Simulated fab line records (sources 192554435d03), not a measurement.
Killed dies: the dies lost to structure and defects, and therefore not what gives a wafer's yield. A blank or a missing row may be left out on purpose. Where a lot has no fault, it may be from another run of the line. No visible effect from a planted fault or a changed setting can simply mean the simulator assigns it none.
Comparing a struck lot with a sound one || flow n5 finfet || 16 steps out of a route of 1938
Sound: the wafers L305.2, L305.4, L305.5. Struck: wafer L308.1 (left out: L308.3, L308.6 of the same lot, which were not struck); the cause appears at the end.
Per side, at each step with rows, come the tool, then ch with its chambers, and then its first start. Under that, the readings that differ: sound wafers || struck wafers || difference of the means || sigmas: that difference in standard deviations of wafers without a fault.
alike: readings whose means differ by less than 2 such deviations, and words and numbers that are the same on both sides. not compared: withheld readings, readings that some wafer has no value for, bounds like >300 that may hide the same value, and numbers for which the record gives no deviation and whose values overlap.
A row with sigmas, a row that says differs or no value, or rows on one side alone: a step with any of these is where the two part. Numbers that don't overlap but have no deviation are shown without sigmas and don't part them. Lack of a reading on every wafer of one side parts them only where that side has two or more wafers.

first, 6 steps without rows for these wafers: N5_BEOL_M0_SAQP_COAT_34 (resist thk 30 nm); N5_BEOL_M0_SAQP_EBR_36; N5_BEOL_M0_SAQP_SOFTBAKE_35 (time 60 s); N5_BEOL_M0_SAQP_EXPOSE_37 (exposes mask M0 CUT1, target cd 30 nm); N5_BEOL_M0_SAQP_PEB_38 (peb time 60 s); N5_BEOL_M0_SAQP_DEVELOP_39 (develop time 30 s).
N5_BEOL_M0_SAQP_CD_MEAS_40: the cd target is 30 nm.
  sound on cd sem-03 ch 0, day 6 14:47; struck on cd sem-03 ch 0, day 7 11:54
  alike: cd nm
N5_BEOL_M0_SAQP_OVL_MEAS_41:
  sound on overlay-01 ch 0, day 6 14:49; struck on overlay-01 ch 0, day 7 11:56
  alike: M0_CUT1_OVL
N5_BEOL_M0_SAQP_INSPECT_42: inspects for defects (brightfield).
  struck on defect inspect-01, day 7 11:59; sound on defect inspect-02, day 6 14:52
  alike: raw defect count
N5_BEOL_M0_SAQP_DESCUM_45: chemistry O2, time 7 s.
  sound on rie diel-01 ch 0,2,3, day 6 15:11; struck on rie diel-01 ch 0, day 7 12:21
  alike: drypump motor current A, oes product au, rf fwd power W, rf vpp V, showerhead plenum p Torr, throttle valve pct
  not compared: rf hours counter h
N5_BEOL_M0_SAQP_ETCH_88: etches underlayer in N2/H2, target depth 6.5 nm, time 5.2 s.
  sound on rie diel-01 ch 0,2,3, day 6 15:13; struck on rie diel-01 ch 0, day 7 12:23
{"reading": "rf fwd power W (W)", "sound": "817.1 823.7 817.1", "struck": 824.9, "difference": "+5.6", "sigmas": "+2"}
  alike: bias w, drypump motor current A, etch rf on time s, oes product au, rf vpp V, showerhead plenum p Torr, throttle valve pct
  not compared: rf hours counter h
N5_BEOL_M0_SAQP_ETCH_73: etches SiARC in CF4, target depth 19.5 nm, time 32.5 s.
  sound on rie diel-01 ch 0,2,3, day 6 15:14; struck on rie diel-01 ch 0, day 7 12:24
  alike: bias w, drypump motor current A, etch rf on time s, oes product au, rf fwd power W, rf vpp V, showerhead plenum p Torr, throttle valve pct
  not compared: rf hours counter h
N5_BEOL_M0_SAQP_CUT_ETCH_46: etches SOC in N2/H2, target depth 135 nm, overetch 27 nm, time 202.5 s.
  sound on rie diel-01 ch 0,2,3, day 6 15:16; struck on rie diel-01 ch 0, day 7 12:26
{"reading": "model.SiARC_of_BEOL_M0_SAQP_COAT_72.thk nm (nm)", "sound": "5 5 4.4", "struck": 6.4, "difference": "+1.6", "sigmas": ""}
  alike: bias w, drypump motor current A, rf fwd power W, rf vpp V, showerhead plenum p Torr, throttle valve pct
  not compared: rf hours counter h
then, 1 step without rows for these wafers: N5_BEOL_M0_SAQP_STRIP_74 (strips in N2/H2).
-- record jumps: 2 days separate the struck wafers' starts on either side; left off in module BEOL_M0_SAQP, taken up again in module BEOL_M4, whose first shown step is the route's number 1111 --
N5_BEOL_M4_RC_MEAS_101:
  sound on prober-02 ch 0, day 9 10:25; struck on prober-01 ch 0, day 9 18:31
  alike: DIBL_N, DIBL_P, IOFF_N, IOFF_P, ION_N, ION_P, SS_N, SS_P, VT_N, VT_P
-- a jump in the record: the struck wafers' starts before and after are 5 days apart (it breaks off in module BEOL_M4 and resumes in module PASSIVATION, where the first step shown is number 1936 of the route) --
N5_PASSIVATION_PROBE_49:
  rows exist in the record for the struck wafers here (prober-02, day 14 11:20), but not for the sound ones

WHERE THEY PART
Last at N5_PASSIVATION_PROBE_49 as far as this record goes, first at N5_BEOL_M0_SAQP_ETCH_88.

WHY: what had been put in by the simulator
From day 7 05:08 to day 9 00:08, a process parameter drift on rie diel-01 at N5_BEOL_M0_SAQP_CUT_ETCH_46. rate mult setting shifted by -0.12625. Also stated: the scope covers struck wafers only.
